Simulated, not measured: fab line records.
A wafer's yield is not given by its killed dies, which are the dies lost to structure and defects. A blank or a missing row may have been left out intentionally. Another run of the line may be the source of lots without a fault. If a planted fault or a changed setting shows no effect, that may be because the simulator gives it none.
Which tool is to blame? | flow n5_finfet | 19 lots, 57 wafers sampled, at 1 step of a route of 1938

## WHAT THE GAUGES READ, wafer by wafer
N5_BEOL_M4_OVL_MEAS_12.
lot  | measured     | on         | M4_OVL (nm)
L074 | day 7 03:53  | overlay-02 | 0.9 0.4 0.2
L077 | day 8 01:09  | overlay-01 | -0.8 -1.0 -0.4
L076 | day 8 01:34  | overlay-01 | -0.6 -0.4 -0.9
L078 | day 8 18:15  | overlay-02 | -0.4 -0.8 -0.6
L080 | day 8 20:31  | overlay-02 | 0.5 1.2 0.6
L082 | day 9 12:55  | overlay-01 | -0.1 -0.3 0.8
L083 | day 10 03:50 | overlay-01 | 0.4 0.9 0.4
L085 | day 10 06:55 | overlay-01 | -0.4 -0.9 0.5
L087 | day 10 12:15 | overlay-01 | -0.3 0.5 -0.6
L088 | day 10 20:36 | overlay-02 | 1.1 -0.2 0.6
L089 | day 11 12:25 | overlay-02 | -0.9 0.2 0.3
L090 | day 11 13:58 | overlay-02 | -0.2 -0.4 -0.5
L091 | day 11 21:38 | overlay-01 | -0.5 -0.9 -0.9
L092 | day 12 08:21 | overlay-01 | -0.4 -1.0 -0.1
L093 | day 12 14:50 | overlay-01 | 0.3 -0.6 0.2
L095 | day 12 18:44 | overlay-02 | 0.4 -0.2 0.0
L097 | day 13 03:07 | overlay-02 | 0.3 0.0 0.6
L094 | day 13 05:01 | overlay-02 | -1.3 -0.8 0.4
L096 | day 13 11:37 | overlay-01 | -0.1 -0.1 0.9

## EACH LOT AND THE TOOL THAT RAN IT (in order: tool; ch and the chambers of the sampled wafers; start)
Record: no process step prior to these readings.

## AS READ BY THE TOOLS THEMSELVES (means over the sampled wafers that have a number; for cases with no such wafer, the mark the record gives instead)
The record holds no such reading with a usual standard deviation.

## THE ANSWER, worked out from the rows above alone
Rule: the usual values come from the lots themselves. Put in order of their means at a reading, lots are off if they are a third of the lots or fewer, leave a main group of 4 or more, and stand apart from it by a gap of 3 or more times the standard deviation of the main group's means; of several such gaps the widest counts. The tables above print the reading to a certain number of digits; a main group whose means all agree to those digits is not used. Also off: a lot with no number at a reading for which 4 or more lots have one. The other lots that the step has rows for count as sound. First the gauges in route order, then the tools' own readings, where a lot's mean is used as printed above. The first step at which some lot is off is used, and at that step the reading that is off furthest; a lot without a number counts as furthest.
None of the lots is off at any reading shown; this tells nothing.

## WHAT THE SIMULATOR HAD PUT IN
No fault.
